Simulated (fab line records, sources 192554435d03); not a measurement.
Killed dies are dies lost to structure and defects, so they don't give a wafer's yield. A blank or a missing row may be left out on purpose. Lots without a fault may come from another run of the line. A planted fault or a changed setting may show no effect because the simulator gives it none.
fab line records | flow n5_finfet
record lots=7 wafers=18 last_day=20
route steps=1938 shown BEOL_M13@1688 PASSIVATION@1936
lots that met no fault: from a run of the same line without faults
start_h: hours from the record's first day to the start of the lot's first wafer shown | wait_h: hours since the lot's step before | " the same as in the row above | L1.1+2: a row that stands for several wafers | - no value, or no start given | * or withheld: withheld | < > ~ a bound
route shown NAME@n: a module of which the file shows steps, and the number in the route of the first | usual: mean/standard deviation of fault-free wafers | same: alike in all rows | chamber/n: place in a boat | sites: the reading at each site | _std_site: their standard deviation | _edge_site: outer sites' mean less inner sites' | radius_mm: how far each site lies from the wafer's centre | mask NAME#n: copy n | behind: the tool/chamber that last shaped the wafer | hold: why the lot was held/for how many hours/how that ended | device: the transistor (n, p or np) that didn't switch | end of line: the same wafers' tests at the end of the route | a step without rows: its recipe alone | killed: dies lost to structure and defects at the first sort, not the wafer's yield | map: a wafer's dies, x killed, . not, _ none there
set.NAME: the setting as run; set.NAME@STEP: as run at that earlier step | model.NAME: the simulator's own value behind a step, which no gauge read
lots at some steps of the route; a table a step, a row a wafer
services: from which hour (start_h, from the record's first day; less than 0 if before it) a tool's chamber was out of use, for how many hours, and why
## steps
# step N5_BEOL_M13_HARDBAKE_32
# recipe temp_c=130 time_s=120
# step N5_BEOL_M13_CD_MEAS_28
# recipe target_cd_nm=209.5 landing_energy_ev=500 detector=se_inlens
# usual cd_nm=209.1/1
# columns lot.wafer tool chamber start_h wait_h cd_nm
L330.1 cd_sem-02 0 277.10 - 210.2
L330.4 " 0 " " 209.6
L330.6 " 0 " " 209.1
L332.1 cd_sem-03 0 306.41 - 209.0
L332.6 " 0 " " 209.5
L338.3 cd_sem-03 0 306.93 - 208.3
L338.6 " 0 " " 207.9
L337.1 cd_sem-03 0 307.51 - 208.9
L337.3 " 0 " " 208.8
L343.1 cd_sem-03 0 364.37 - 208.2
L343.3 " 0 " " 210.7
L343.4 " 0 " " 209.0
L353.2 cd_sem-03 0 428.38 - 208.3
L353.3 " 0 " " 209.1
L353.5 " 0 " " 208.4
L352.2 cd_sem-03 0 443.12 - 209.5
L352.3 " 0 " " 210.6
L352.5 " 0 " " 208.1
# step N5_BEOL_M13_OVL_MEAS_29
# recipe points_per_wafer=44
# usual M13_OVL=-3/4.9
# columns lot.wafer tool chamber start_h wait_h M13_OVL[nm]
L330.1 overlay-02 0 277.13 0.0 -9
L330.4 " 0 " " 5
L330.6 " 0 " " 7
L332.1 overlay-02 0 306.44 0.0 -8
L332.6 " 0 " " -6
L338.3 overlay-01 0 306.96 0.0 -12
L338.6 " 0 " " 1
L337.1 overlay-02 0 307.54 0.0 -14
L337.3 " 0 " " -17
L343.1 overlay-01 0 364.40 0.0 -6
L343.3 " 0 " " -11
L343.4 " 0 " " 4
L353.2 overlay-01 0 428.41 0.0 -5
L353.3 " 0 " " -2
L353.5 " 0 " " -1
L352.2 overlay-01 0 443.15 0.0 -3
L352.3 " 0 " " -2
L352.5 " 0 " " 1
# step N5_BEOL_M13_INSPECT_30
# recipe mode=adi inspect_instrument=macro
# usual raw_defect_count=2.2/1.5
# columns lot.wafer tool chamber start_h wait_h raw_defect_count
L330.1 defect_inspect-01 - 277.16 0.0 2
L330.4 " - " " 3
L330.6 " - " " 3
L332.1 defect_inspect-02 - 306.46 0.0 3
L332.6 " - " " 5
L338.3 defect_inspect-02 - 306.98 0.0 0
L338.6 " - " " 5
L337.1 defect_inspect-01 - 307.56 0.0 2
L337.3 " - " " 0
L343.1 defect_inspect-01 - 364.42 0.0 0
L343.3 " - " " 5
L343.4 " - " " 3
L353.2 defect_inspect-01 - 428.44 0.0 2
L353.3 " - " " 3
L353.5 " - " " 1
L352.2 defect_inspect-01 - 443.17 0.0 4
L352.3 " - " " 2
L352.5 " - " " 5
# step N5_BEOL_M13_DESCUM_33
# recipe chemistry=O2 time_s=7.9 source_power_w=50 bias_power_w=20 pressure_mtorr=20 rf_frequency_hz=2.712e+07 temp_c=40 o2_flow_sccm=225
# usual drypump_motor_current_A=5.3/0.43 oes_product_au=0.77/0.083 rf_vpp_V=244.0/1.1 showerhead_plenum_p_Torr=2.15/0.041 throttle_valve_pct=20.42/0.22
# columns lot.wafer tool chamber start_h wait_h drypump_motor_current_A oes_product_au rf_hours_counter_h rf_vpp_V showerhead_plenum_p_Torr throttle_valve_pct
L330.1 rie_diel-02 2 277.19 0.0 4.8 0.80 102 245.0 2.20 20.88
L330.4 " 3 " " 5.5 0.80 105 243.0 2.19 20.19
L330.6 " 1 " " 5.1 0.74 - 243.2 2.18 20.25
L332.1 rie_diel-01 0 306.55 0.1 5.5 0.72 181 243.4 2.17 20.30
L332.6 " 1 " " 5.7 0.94 - 243.8 2.14 20.40
L338.3 rie_diel-02 1 307.22 0.2 5.1 0.73 189 244.4 2.17 20.27
L338.6 " 3 " " 5.5 0.78 - 245.7 2.19 20.21
L337.1 rie_diel-02 3 307.88 0.3 5.5 0.78 115 245.7 2.19 20.18
L337.3 " 1 " " 5.0 0.73 189 243.0 2.17 20.28
L343.1 rie_diel-02 1 364.45 0.0 5.0 0.71 206 243.8 2.17 20.29
L343.3 " 2 " " 4.8 0.78 120 245.7 2.19 20.88
L343.4 " 2 " " 4.9 0.79 - 244.4 2.19 20.91
L353.2 rie_diel-01 3 428.47 0.0 4.6 0.69 234 243.7 2.14 20.34
L353.3 " 1 " " 5.8 0.87 46 243.7 2.13 20.44
L353.5 " 1 " " 5.7 0.86 - 242.1 2.13 20.47
L352.2 rie_diel-04 2 443.20 0.0 5.5 0.90 16 242.8 2.05 20.24
L352.3 " 1 " " 6.1 0.84 55 245.1 2.22 20.25
L352.5 " 3 " " 5.7 0.69 - 242.4 2.07 20.43
# step N5_BEOL_M13_ETCH_67
# recipe chemistry=CF4 target=SiARC target_depth_a=1430 time_s=238.3 ion_energy_ev=80 pressure_mtorr=40 source_w=545 bias_w=36 Ar_flow_sccm=100 cf4_flow_sccm=100 ends=cleared
# usual drypump_motor_current_A=5.3/0.44 etch_rf_on_time_s=239/3.1 oes_product_au=0.66/0.072 rf_vpp_V=184.7/1 showerhead_plenum_p_Torr=2.20/0.041 throttle_valve_pct=15.61/0.2
# columns lot.wafer tool chamber start_h wait_h drypump_motor_current_A etch_rf_on_time_s oes_product_au rf_hours_counter_h rf_vpp_V showerhead_plenum_p_Torr throttle_valve_pct
L330.1 rie_diel-02 2 277.23 0.0 4.8 233 0.71 102 185.8 2.24 16.01
L330.4 " 3 " " 5.5 238 0.67 105 184.3 2.24 15.41
L330.6 " 1 " " 5.0 237 0.63 - 186.2 2.22 15.47
L332.1 rie_diel-01 0 306.59 0.0 5.5 235 0.63 181 184.9 2.22 15.51
L332.6 " 1 " " 5.8 232 0.82 - 183.3 2.20 15.52
L338.3 rie_diel-02 1 307.26 0.0 5.0 238 0.62 189 185.0 2.22 15.50
L338.6 " 3 " " 5.5 239 0.67 - 185.0 2.24 15.43
L337.1 rie_diel-02 3 307.91 0.0 5.5 240 0.67 115 185.9 2.24 15.42
L337.3 " 1 " " 5.1 241 0.61 189 183.7 2.22 15.51
L343.1 rie_diel-02 1 364.49 0.0 5.0 240 0.61 206 185.3 2.21 15.52
L343.3 " 2 " " 4.8 235 0.68 120 185.2 2.24 16.01
L343.4 " 2 " " 4.8 237 0.67 - 185.0 2.24 16.03
L353.2 rie_diel-01 3 428.50 0.0 4.6 243 0.59 234 184.3 2.20 15.63
L353.3 " 1 " " 5.8 237 0.73 46 183.9 2.18 15.57
L353.5 " 1 " " 5.8 238 0.74 - 183.2 2.18 15.59
L352.2 rie_diel-04 2 443.24 0.0 5.5 243 0.78 16 185.3 2.10 15.38
L352.3 " 1 " " 6.1 237 0.73 55 185.9 2.26 15.41
L352.5 " 3 " " 5.6 234 0.61 - 183.9 2.12 15.64
# step N5_BEOL_M13_ETCH_68
# recipe chemistry=N2/H2 target=SOC mask_material=SiARC source_w=3000 bias_w=350 temp_c=40 time_s=355 ion_energy_ev=200 pressure_mtorr=30 n2_flow_sccm=200 h2_flow_sccm=200
# usual drypump_motor_current_A=5.3/0.43 oes_product_au=0.77/0.085 rf_vpp_V=525.8/1.6 showerhead_plenum_p_Torr=2.62/0.054 throttle_valve_pct=17.78/0.24
# columns lot.wafer tool chamber start_h wait_h drypump_motor_current_A oes_product_au rf_hours_counter_h rf_vpp_V showerhead_plenum_p_Torr throttle_valve_pct
L330.1 rie_diel-02 2 277.37 0.1 4.8 0.80 102 524.3 2.67 18.31
L330.4 " 3 " " 5.5 0.80 105 527.0 2.67 17.52
L330.6 " 1 " " 5.0 0.74 - 526.0 2.64 17.64
L332.1 rie_diel-01 0 306.73 0.1 5.5 0.73 181 527.1 2.64 17.65
L332.6 " 1 " " 5.8 0.96 - 524.9 2.61 17.80
L338.3 rie_diel-02 1 307.40 0.1 5.1 0.71 189 525.4 2.64 17.63
L338.6 " 3 " " 5.5 0.78 - 524.9 2.67 17.54
L337.1 rie_diel-02 3 308.06 0.1 5.5 0.79 115 527.7 2.67 17.55
L337.3 " 1 " " 5.1 0.73 189 526.0 2.64 17.65
L343.1 rie_diel-02 1 364.64 0.1 5.1 0.71 206 525.5 2.63 17.67
L343.3 " 2 " " 4.8 0.79 120 528.4 2.67 18.34
L343.4 " 2 " " 4.8 0.79 - 527.1 2.67 18.34
L353.2 rie_diel-01 3 428.65 0.1 4.6 0.69 234 525.6 2.62 17.72
L353.3 " 1 " " 5.8 0.86 47 524.6 2.59 17.85
L353.5 " 1 " " 5.8 0.87 - 524.1 2.59 17.87
L352.2 rie_diel-04 2 443.39 0.1 5.5 0.91 16 521.6 2.49 17.57
L352.3 " 1 " " 6.1 0.86 55 528.4 2.69 17.54
L352.5 " 3 " " 5.6 0.71 - 523.0 2.51 17.77
# step N5_BEOL_M13_STRIP_69
# recipe chemistry=N2/H2 temp_c=40 n2_flow_sccm=200 h2_flow_sccm=200 rf_frequency_hz=6e+07
# step N5_BEOL_M13_TRENCH_ETCH_34
# recipe chemistry=C4F8/O2/Ar target=SiOC target_depth_a=4134.7 mask_material=SOC pressure_mtorr=30 source_w=3000 bias_w=700 Ar_flow_sccm=400 C4F8_flow_sccm=15 O2_flow_sccm=8 he_inner_torr=15 he_outer_torr=30 time_s=162.6 ion_energy_ev=250
# usual drypump_motor_current_A=5.3/0.44 oes_product_au=0.77/0.083 rf_vpp_V=668.0/2 showerhead_plenum_p_Torr=3.51/0.066 throttle_valve_pct=24.18/0.22
# columns lot.wafer tool chamber start_h wait_h drypump_motor_current_A oes_product_au rf_hours_counter_h rf_vpp_V showerhead_plenum_p_Torr throttle_valve_pct
L330.1 rie_diel-02 2 277.59 0.0 4.8 0.81 102 670.6 3.58 24.74
L330.4 " 3 " " 5.5 0.79 105 669.5 3.57 23.97
L330.6 " 1 " " 5.1 0.73 - 668.4 3.55 24.04
L332.1 rie_diel-01 0 306.95 0.0 5.5 0.72 181 668.2 3.53 23.97
L332.6 " 1 " " 5.8 0.94 - 667.4 3.50 24.21
L338.3 rie_diel-02 1 307.62 0.0 5.1 0.73 189 668.4 3.54 24.03
L338.6 " 3 " " 5.5 0.79 - 670.4 3.57 23.98
L337.1 rie_diel-02 3 308.28 0.0 5.5 0.78 115 669.5 3.57 23.98
L337.3 " 1 " " 5.0 0.73 190 669.7 3.54 24.04
L343.1 rie_diel-02 1 364.86 0.0 5.0 0.71 206 667.3 3.53 24.06
L343.3 " 2 " " 4.8 0.78 121 668.1 3.57 24.72
L343.4 " 2 " " 4.9 0.79 - 670.3 3.57 24.74
L353.2 rie_diel-01 3 428.87 0.0 4.7 0.70 234 668.9 3.51 24.12
L353.3 " 1 " " 5.8 0.86 47 667.4 3.48 24.27
L353.5 " 1 " " 5.8 0.87 - 667.4 3.48 24.25
L352.2 rie_diel-04 2 443.61 0.0 5.5 0.91 16 663.1 3.36 24.08
L352.3 " 1 " " 6.1 0.85 55 671.6 3.61 24.00
L352.5 " 3 " " 5.7 0.70 - 663.8 3.38 24.12
# step N5_BEOL_M13_STRIP_70
# recipe chemistry=C4F8/O2/Ar resist=SiARC rf_frequency_hz=6e+07
# step N5_BEOL_M13_OCD_MEAS_35
# usual trench_depth_nm=410/4.2
# columns lot.wafer tool chamber start_h wait_h trench_depth_nm
L330.1 ocd-01 - 277.77 0.0 412
L330.4 " - " " 416
L330.6 " - " " 414
L332.1 ocd-02 - 307.13 0.0 408
L332.6 " - " " 419
L338.3 ocd-01 - 307.80 0.0 413
L338.6 " - " " 412
L337.1 ocd-01 - 308.46 0.0 409
L337.3 " - " " 409
L343.1 ocd-02 - 365.03 0.0 409
L343.3 " - " " 410
L343.4 " - " " 411
L353.2 ocd-02 - 429.05 0.0 409
L353.3 " - " " 411
L353.5 " - " " 412
L352.2 ocd-01 - 443.78 0.0 412
L352.3 " - " " 415
L352.5 " - " " 410
# step N5_BEOL_M13_STRIP_37
# recipe chemistry=N2/H2 power_w=1000 temp_c=250 h2_frac=0.65 overash_fraction=0.3 pressure_mtorr=withheld n2_flow_sccm=1750 h2_flow_sccm=3250
# usual drypump_motor_current_A=5.6/0.66 heater_power_w=325/49 oes_product_au=0.785/0.011
# columns lot.wafer tool chamber start_h wait_h drypump_motor_current_A heater_power_w oes_product_au rf_hours_counter_h
L330.1 plasma_asher-01 1 277.81 0.0 4.7 334 0.774 89
L330.4 " 0 " " 5.8 290 0.794 -
L330.6 " 0 " " 5.8 283 0.798 -
L332.1 plasma_asher-01 0 307.17 0.0 5.8 288 0.785 102
L332.6 " 0 " " 5.8 286 0.788 -
L338.3 plasma_asher-01 1 308.15 0.4 4.7 347 0.790 -
L338.6 " 0 " " 5.8 285 0.800 -
L337.1 plasma_asher-01 0 308.50 0.0 5.8 287 0.801 103
L337.3 " 0 " " 5.8 289 0.787 -
L343.1 plasma_asher-01 0 365.07 0.0 5.8 289 0.770 115
L343.3 " 0 " " 5.8 281 0.774 -
L343.4 " 1 " " 4.8 338 0.793 -
L353.2 plasma_asher-01 1 429.09 0.0 4.7 346 0.774 128
L353.3 " 0 " " 5.8 292 0.785 -
L353.5 " 1 " " 4.7 347 0.776 -
L352.2 plasma_asher-02 1 443.82 0.0 6.5 407 0.780 138
L352.3 " 0 " " 6.1 275 0.782 -
L352.5 " 1 " " 6.5 418 0.786 -
# step N5_BEOL_M13_ETCH_38
# recipe chemistry=CF4/N2 target=SiCN target_depth_a=675 taper_deg=2 time_s=71.9 ion_energy_ev=150 mask_material=SiO2 pressure_mtorr=40 source_w=430 bias_w=70 Ar_flow_sccm=100 cf4_flow_sccm=60 n2_flow_sccm=60
# usual drypump_motor_current_A=5.4/0.48 oes_product_au=0.78/0.09 rf_vpp_V=383.6/1.4 showerhead_plenum_p_Torr=2.26/0.05 throttle_valve_pct=15.44/0.19
# columns lot.wafer tool chamber start_h wait_h drypump_motor_current_A oes_product_au rf_hours_counter_h rf_vpp_V showerhead_plenum_p_Torr throttle_valve_pct model.etch.depth_nm
L330.1 rie_diel-01 0 278.13 - 5.5 0.73 174 384.4 2.29 15.33 57.7
L330.4 " 1 " " 5.8 0.98 2 382.4 2.26 15.31 58.47
L330.6 " 0 " " 5.5 0.74 - 385.4 2.29 15.33 57.75
L332.1 rie_diel-01 1 308.12 - 5.8 0.84 10 383.3 2.26 15.33 48.85
L332.6 " 2 " " 5.0 0.73 - 380.7 2.19 15.64 57.95
L338.3 rie_diel-01 1 308.42 - 5.7 0.85 10 384.5 2.26 15.33 49.6
L338.6 " 3 " " 4.6 0.71 - 385.1 2.28 15.43 57.02
L337.1 rie_diel-01 3 308.63 - 4.6 0.64 207 383.6 2.28 15.42 47.97
L337.3 " 0 " " 5.5 0.66 182 383.8 2.28 15.33 49.58
L343.1 rie_diel-02 1 365.93 - 5.0 0.71 206 385.2 2.28 15.36 56.98
L343.3 " 2 " " 4.8 0.79 121 385.1 2.31 15.87 58.24
L343.4 " 1 " " 5.0 0.72 - 383.4 2.28 15.38 57.18
L353.2 rie_diel-04 2 434.30 - 5.5 0.91 13 382.8 2.16 15.19 56.5
L353.3 " 3 " " 5.7 0.71 217 382.6 2.18 15.46 58.12
L353.5 " 3 " " 5.6 0.71 - 381.3 2.18 15.47 58.17
L352.2 rie_diel-01 3 448.79 - 4.6 0.69 240 383.3 2.27 15.49 56.2
L352.3 " 0 " " 5.5 0.69 225 385.3 2.27 15.41 57.36
L352.5 " 3 " " 4.6 0.69 - 383.1 2.27 15.49 56.23
# step N5_BEOL_M13_PRECLEAN_39
# recipe chemistry=residue_remover time_s=60 temp_c=40
# step N5_PASSIVATION_PROBE_49
# usual defect_limited_yield=90.9/1.3 killed_at_M0_to_M3=36/11 killed_at_M4_up=13/5.1 killed_at_contacts=14/4.9 killed_at_front_end=41/10 killed_at_other=3.4/2.6 killed_dies=107/16 killed_on_rim=14/4 killed_open=70/11 killed_short=36/7.8 sort_bin_5_function=5.4/0.84 sort_bin_6_memory=3.4/0.67 sort_n_pass=1073/16 sort_yield_pct=90.9/1.3
# same gross_dies=1180 killed_at_back_side=0 sort_bin_4_leakage[%]=0 sort_bin_8_speed[%]=0
# columns lot.wafer tool chamber start_h wait_h defect_limited_yield[%] killed_at_M0_to_M3 killed_at_M4_up killed_at_contacts killed_at_front_end killed_at_other killed_dies killed_on_rim killed_open killed_short sort_bin_5_function[%] sort_bin_6_memory[%] sort_n_pass sort_yield_pct[%]
L343.1 prober-01 - 395.90 0.0 90.5 38 15 20 36 3 112 14 69 41 5.9 3.2 1068 90.5
L343.3 prober-01 - 396.00 0.1 91.4 38 9 16 37 2 102 10 71 31 5.0 3.4 1078 91.4
L343.4 prober-01 - 396.05 0.2 89.7 52 10 17 39 4 122 21 79 43 6.7 3.1 1058 89.7
# killed by level:class
L343.1 MOL_CONTACT_COAG:geometric_particle:open=17 BEOL_M0_SAQP:geometric_particle:short=13 BEOL_M0_SAQP:geometric_particle:open=8 FIN_SAQP:geometric_particle:open=7 FIN_SAQP:geometric_particle:short=6 BEOL_M3:geometric_particle:open=5 STI_FIN_REVEAL:geometric_particle:open=4 BEOL_M2:geometric_particle:open=4
L343.3 MOL_CONTACT_COAG:geometric_particle:open=12 BEOL_M0_SAQP:geometric_particle:open=11 DUMMY_GATE:geometric_particle:open=9 BEOL_M0_SAQP:geometric_particle:short=9 GATE_CUT:geometric_particle:short=8 FIN_SAQP:geometric_particle:open=7 BEOL_M3:geometric_particle:open=5 MOL_CONTACT_COAG:geometric_particle:short=4
L343.4 MOL_CONTACT_COAG:geometric_particle:open=15 FIN_SAQP:geometric_particle:short=12 BEOL_M3:geometric_particle:open=9 BEOL_M0_SAQP:geometric_particle:short=8 BEOL_M0_SAQP:geometric_particle:open=7 BEOL_M1:geometric_particle:open=7 BEOL_M2:geometric_particle:open=7 DUMMY_GATE:geometric_particle:open=6
## services
# columns tool chamber start_h hours kind
plasma_asher-02 - 288.87 28.1 pm
rie_diel-01 1 291.76 3.0 repair
rie_diel-02 2 294.86 20.4 repair
rie_diel-01 3 342.61 28.4 repair
rie_diel-01 - 343.93 0.2 repair
rie_diel-02 3 351.99 7.2 repair
rie_diel-02 0 359.19 - clean
rie_diel-02 0 359.19 - consumable_replace:focus_ring
rie_diel-02 0 359.19 22.7 scheduled_down
rie_diel-02 0 359.19 22.7 vent_cycle
rie_diel-04 2 369.75 - clean
rie_diel-04 2 369.75 - consumable_replace:focus_ring
rie_diel-04 2 369.75 20.7 scheduled_down
rie_diel-04 2 369.75 20.7 vent_cycle
rie_diel-01 - 383.87 4.3 pm
rie_diel-04 2 404.85 1.6 repair
rie_diel-02 2 407.57 1.4 repair
rie_diel-01 - 413.97 2.1 repair
plasma_asher-02 - 430.23 1.6 repair
rie_diel-04 - 436.28 2.6 repair
## key
first_sign none at tools or gauges
model_effect step=N5_BEOL_M13_ETCH_38 value=etch.depth_nm without=57.89 struck=49
met_at N5_BEOL_M13_ETCH_38
struck_wafers L332.1,L337.1,L337.3,L338.3
onset_between 278.13 308.12
fault kind=process_parameter_drift tool=rie_diel-01 chamber=- onset_h=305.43 steps=N5_BEOL_M13_ETCH_38 channel=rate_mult offset=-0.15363 shape=step end_h=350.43 scope=struck_wafers_only
